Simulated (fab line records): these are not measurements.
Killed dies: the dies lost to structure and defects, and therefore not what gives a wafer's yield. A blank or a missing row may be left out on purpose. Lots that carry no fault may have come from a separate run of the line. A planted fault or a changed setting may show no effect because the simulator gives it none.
Which tool is to blame? :: flow n5Finfet :: 36 wafers sampled from 12 lots at 1 step of a route of 1938

## WHAT EACH GAUGE READ, for each wafer
N5_BEOL_M12_INSPECT_12: inspects for defects (macro).
lot: L076
measured: day 10 20:20
on: defectInspect-02
rawDefectCount: 2 3 3

lot: L077
measured: day 11 11:52
on: defectInspect-01
rawDefectCount: 4 1 1

lot: L078
measured: day 11 20:13
on: defectInspect-02
rawDefectCount: 1 1 3

lot: L081
measured: day 12 20:41
on: defectInspect-01
rawDefectCount: 2 3 1

lot: L083
measured: day 13 14:25
on: defectInspect-02
rawDefectCount: 2 0 1

lot: L087
measured: day 14 15:09
on: defectInspect-02
rawDefectCount: 3 3 2

lot: L085
measured: day 14 17:16
on: defectInspect-02
rawDefectCount: 3 1 2

lot: L089
measured: day 14 21:33
on: defectInspect-02
rawDefectCount: 3 2 3

lot: L091
measured: day 15 09:28
on: defectInspect-02
rawDefectCount: 6 2 2

lot: L094
measured: day 15 19:07
on: defectInspect-02
rawDefectCount: 6 1 0

lot: L095
measured: day 16 06:21
on: defectInspect-01
rawDefectCount: 2 0 0

lot: L097
measured: day 17 16:53
on: defectInspect-02
rawDefectCount: 3 3 3

## EACH LOT AND THE TOOL THAT RAN IT (in order: tool; ch and the chambers of the sampled wafers; start)
Before these readings, the record contains no process step.

## THE ANSWER, worked out from the rows above alone
Rule: usual is defined by the lots themselves. Put in order of their means at a reading, lots are off if they are a third of the lots or fewer, leave a main group of 4 or more, and stand apart from it by a gap of 3 or more times the standard deviation of the main group's means; of several such gaps the widest counts. A main group whose means are all the same, to the digits that the tables above print for the reading, isn't used. A lot without any number at a reading at which 4 lots or more have one is off too. All remaining lots with rows at the step are treated as sound.
No lot is off on any of the readings shown, so nothing can be concluded from this.

## WHAT WAS PUT IN BY THE SIMULATOR
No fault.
